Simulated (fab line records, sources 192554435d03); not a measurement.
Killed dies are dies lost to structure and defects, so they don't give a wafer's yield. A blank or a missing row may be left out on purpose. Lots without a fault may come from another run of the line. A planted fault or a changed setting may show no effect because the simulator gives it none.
Split-lot experiment | flow n5_finfet | 7 lots, 39 wafers read, on a route of 1938 steps

THE SPLIT
At N5_SD_EPI_P_EPI_21 (deposits SiGe:B, time 355 s), the setting time_s was moved away from the recipe's 355 s on 18 of the 39 wafers read, by -46.3% to +55.9%. The other wafers ran this setting at the recipe's value.

FROM THE SPLIT TO THE READING: what the file shows between them, 3 steps
- N5_SD_EPI_P_EPI_MEAS_23
- N5_SD_EPI_P_HM_STRIP_48: strips SiNx in H3PO4, material SiNx, target depth 3 nm
- N5_SD_EPI_P_SRD_49: time 30 s

THE READING
SiGe-B_of_SD_EPI_P_EPI_21.thk_nm (the simulator's own value, which no gauge read), in nm, at N5_SD_EPI_P_PRECLEAN_24 (cleans in O3/DIW, time 45 s). The file gives no usual value for it. The 21 wafers here that ran the recipe average 60.9 nm, standard deviation 0.56 nm.

wafer  | tool, chamber at the split | time_s as run, s | against the recipe | SiGe-B_of_SD_EPI_P_EPI_21.thk_nm, nm | against lot-mates on the recipe
L075.1 | epi_rpcvd-02, 0            | 206.6            | -41.8%             | 38.2                                 | -22.7
L075.2 | epi_rpcvd-02, 0            | 206.6            | -41.8%             | 38.8                                 | -22.1
L075.3 | epi_rpcvd-02, 0            | 355              | recipe             | 60.6                                 | -
L075.4 | epi_rpcvd-02, 0            | 355              | recipe             | 61.2                                 | -
L075.5 | epi_rpcvd-02, 0            | 206.6            | -41.8%             | 38.6                                 | -22.3
L075.6 | epi_rpcvd-02, 0            | 355              | recipe             | 61                                   | -
L076.2 | epi_rpcvd-03, 0            | 355              | recipe             | 60.6                                 | -
L076.5 | epi_rpcvd-03, 0            | 355              | recipe             | 60                                   | -
L076.6 | epi_rpcvd-03, 0            | 355              | recipe             | 61                                   | -
L085.1 | epi_rpcvd-03, 0            | 355              | recipe             | 61.4                                 | -
L085.2 | epi_rpcvd-03, 0            | 553.6            | +55.9%             | 82.6                                 | +21.5
L085.3 | epi_rpcvd-03, 0            | 355              | recipe             | 60.8                                 | -
L085.4 | epi_rpcvd-03, 0            | 355              | recipe             | 61.2                                 | -
L085.5 | epi_rpcvd-03, 0            | 553.6            | +55.9%             | 81.4                                 | +20.3
L085.6 | epi_rpcvd-03, 0            | 553.6            | +55.9%             | 82.4                                 | +21.3
L086.1 | epi_rpcvd-03, 0            | 453.6            | +27.8%             | 71                                   | +10.7
L086.5 | epi_rpcvd-03, 0            | 453.6            | +27.8%             | 71                                   | +10.7
L086.2 | epi_rpcvd-03, 0            | 355              | recipe             | 60.6                                 | -
L086.3 | epi_rpcvd-03, 0            | 355              | recipe             | 60.4                                 | -
L086.4 | epi_rpcvd-03, 0            | 355              | recipe             | 59.8                                 | -
L086.6 | epi_rpcvd-03, 0            | 453.6            | +27.8%             | 71.8                                 | +11.5
L089.1 | epi_rpcvd-04, 0            | 295              | -16.9%             | 53.4                                 | -7.1
L089.2 | epi_rpcvd-04, 0            | 355              | recipe             | 60                                   | -
L089.3 | epi_rpcvd-04, 0            | 295              | -16.9%             | 53.8                                 | -6.7
L089.4 | epi_rpcvd-04, 0            | 355              | recipe             | 60.8                                 | -
L089.5 | epi_rpcvd-04, 0            | 355              | recipe             | 60.6                                 | -
L089.6 | epi_rpcvd-04, 0            | 295              | -16.9%             | 54                                   | -6.5
L090.1 | epi_rpcvd-03, 0            | 190.7            | -46.3%             | 36                                   | -25.7
L090.4 | epi_rpcvd-03, 0            | 190.7            | -46.3%             | 36                                   | -25.7
L090.6 | epi_rpcvd-03, 0            | 190.7            | -46.3%             | 36                                   | -25.7
L090.2 | epi_rpcvd-03, 0            | 355              | recipe             | 61.6                                 | -
L090.3 | epi_rpcvd-03, 0            | 355              | recipe             | 61.4                                 | -
L090.5 | epi_rpcvd-03, 0            | 355              | recipe             | 62.2                                 | -
L096.1 | epi_rpcvd-03, 0            | 355              | recipe             | 60.8                                 | -
L096.2 | epi_rpcvd-03, 0            | 475.1            | +33.8%             | 75.2                                 | +14.1
L096.3 | epi_rpcvd-03, 0            | 475.1            | +33.8%             | 74.4                                 | +13.3
L096.4 | epi_rpcvd-03, 0            | 355              | recipe             | 61.2                                 | -
L096.6 | epi_rpcvd-03, 0            | 355              | recipe             | 61.2                                 | -
L096.5 | epi_rpcvd-03, 0            | 475.1            | +33.8%             | 73.8                                 | +12.7

THE FIT
A straight line over all 39 wafers: SiGe-B_of_SD_EPI_P_EPI_21.thk_nm changes by +0.451 nm for each +1% of time_s; r = +0.99; the points scatter about the line by 1.8 nm.
The same after taking each lot's own level away (the mean of its wafers on the recipe; 39 wafers): +0.454 nm for each +1%; r = +0.99; scatter 1.9 nm.
On that fit, the largest move of time_s shifts the reading by 25 nm.
The lots' own levels span 60.27 to 61.73 nm, that is 2.6 times the standard deviation above.
So the lot-to-lot level changes the slope little: the two slopes agree.
Check: with one of the wafers moved furthest among these (+55.9%) left out of the fit, the line predicts +24.7 nm for it against its lot-mates. It came out at +21.5 nm against them.

OTHER SPLITS ON THESE WAFERS
These wafers also went through other splits before the reading. Each is held against what the fit with the lots' levels taken away leaves over:
other split on the same wafers        | wafers away from the commonest value | r with SiGe-B_of_SD_EPI_P_EPI_21.thk_nm (lot level and that fit taken away)
N5_FIN_CUT_CUT_ETCH_26 target_depth_a | 18                                   | -0.22

THE WHOLE CHAIN: every reading that the file lists as answering this split, in the file's order
step                    | what it does                | reading                                                                           | change (the file's fit)               | r (the file's)
N5_SD_EPI_P_EPI_21      | deposits SiGe:B, time 355 s | SiGe-B_of_SD_EPI_P_EPI_21.thk_nm (the simulator's own value, which no gauge read) | +0.456 nm for each +1% of the setting | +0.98
N5_SD_EPI_P_EPI_MEAS_23 |                             | thk_nm                                                                            | withheld for each +1% of the setting  | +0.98
N5_SD_EPI_P_PRECLEAN_24 | cleans in O3/DIW, time 45 s | SiGe-B_of_SD_EPI_P_EPI_21.thk_nm (the simulator's own value, which no gauge read) | +0.453 nm for each +1% of the setting | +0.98

THE FILE'S OWN FIT
SiGe-B_of_SD_EPI_P_EPI_21.thk_nm changes by +0.453 nm for each +1% of time_s, r = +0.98.
